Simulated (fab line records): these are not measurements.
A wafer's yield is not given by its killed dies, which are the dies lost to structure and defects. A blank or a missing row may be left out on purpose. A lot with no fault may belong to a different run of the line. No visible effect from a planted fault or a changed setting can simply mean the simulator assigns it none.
Shared-tool check ; flow n5_finfet ; Sampled: 9 lots, 27 wafers

## WHY THIS WAS OPENED
Flagged at N5_ZERO_LAYER_INSPECT_20: reading raw_defect_count, on 3 of 9 lots. Wafers without a fault read 35, standard deviation 15.
Rule: flag the lot when none of its wafers has a number, or when each of its wafers that has one lies beyond 4 standard deviations from that mean. The other lots count as sound.

lot;measured;on;raw_defect_count, wafer by wafer;flag
L588;day 1 13:20;defect_inspect-02;26 17 21;
L593;day 2 19:49;defect_inspect-02;23 33 44;
L594;day 3 01:22;defect_inspect-01;51 42 25;
L599;day 4 07:17;defect_inspect-01;989 999 979;FLAGGED
L601;day 4 19:46;defect_inspect-02;1034 947 932;FLAGGED
L603;day 5 07:15;defect_inspect-01;1008 1008 978;FLAGGED
L606;day 6 01:25;defect_inspect-01;42 28 47;
L609;day 6 19:17;defect_inspect-01;12 44 30;
L610;day 7 01:15;defect_inspect-02;58 62 34;
Average over the flagged lots: 986; offset from the usual +951, equal to +63 standard deviations.

## WHICH TOOL EACH LOT WENT THROUGH
2 process steps preceding the reading are held in the record, out of 1938 steps in the route. Cell contents, in order: the tool; ch with the chambers the sampled wafers went through; the start.
lot;flag;N5_ZERO_LAYER_ETCH_18;N5_ZERO_LAYER_STRIP_19
L588;;rie_si-03 ch 1,2,3, day 1 12:53;wet_bench-01 ch 0,3,5, day 1 13:04
L593;;rie_si-01 ch 0,1,2, day 2 19:02;wet_bench-02 ch 2,4,5, day 2 19:14
L594;;rie_si-04 ch 0,1,2, day 3 00:52;wet_bench-02 ch 2,3,4, day 3 01:04
L599;FLAGGED;rie_si-01 ch 0,1,2, day 4 06:49;wet_bench-02 ch 3,5,7, day 4 07:01
L601;FLAGGED;rie_si-04 ch 0,3, day 4 19:18;wet_bench-02 ch 2,3,7, day 4 19:29
L603;FLAGGED;rie_si-01 ch 0,3, day 5 06:47;wet_bench-02 ch 2,4,5, day 5 06:59
L606;;rie_si-04 ch 0,2,3, day 6 00:54;wet_bench-01 ch 0,5,7, day 6 01:08
L609;;rie_si-01 ch 2,3, day 6 18:48;wet_bench-01 ch 0,3,5, day 6 18:59
L610;;rie_si-04 ch 1,2,3, day 7 00:47;wet_bench-01 ch 1,5,7, day 7 00:59
These steps, and what they do:
- N5_ZERO_LAYER_ETCH_18: etches Si in HBr/Cl2, target depth 120 nm, time 40 s.
- N5_ZERO_LAYER_STRIP_19: strips in SPM, time 900 s.
- N5_ZERO_LAYER_INSPECT_20: inspects for defects (darkfield).

## FLAGGED OVER TOTAL, TOOL BY TOOL (the gauges that took the reading come last)
step;tool;lots run;flagged;share of the flagged lots;sound lots run after its first flagged lot
N5_ZERO_LAYER_ETCH_18;rie_si-01;4;2;some;1 (L609)
N5_ZERO_LAYER_ETCH_18;rie_si-03;1;0;none;-
N5_ZERO_LAYER_ETCH_18;rie_si-04;4;1;some;2 (L606,L610)
N5_ZERO_LAYER_STRIP_19;wet_bench-01;4;0;none;-
N5_ZERO_LAYER_STRIP_19;wet_bench-02;5;3;all;0
N5_ZERO_LAYER_INSPECT_20;defect_inspect-01;5;2;some;2 (L606,L609)
N5_ZERO_LAYER_INSPECT_20;defect_inspect-02;4;1;some;1 (L610)

## WHAT THE TABLE ALLOWS
In the table, 1 row covers all flagged lots: wet_bench-02 at N5_ZERO_LAYER_STRIP_19.
- wet_bench-02 at N5_ZERO_LAYER_STRIP_19: 3 of its 5 lots flagged. Last sound lot L594 at day 3 01:04, first flagged lot L599 at day 4 07:01; a fault beginning in between fits.
What remains is a single tool, wet_bench-02 at N5_ZERO_LAYER_STRIP_19.

## WHAT THE SIMULATOR HAD INSERTED
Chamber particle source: wet_bench-02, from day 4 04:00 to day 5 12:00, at N5_ZERO_LAYER_STRIP_19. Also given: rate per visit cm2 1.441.
Struck lots among those shown: L599, L601, L603. This agrees with what the rule above found.
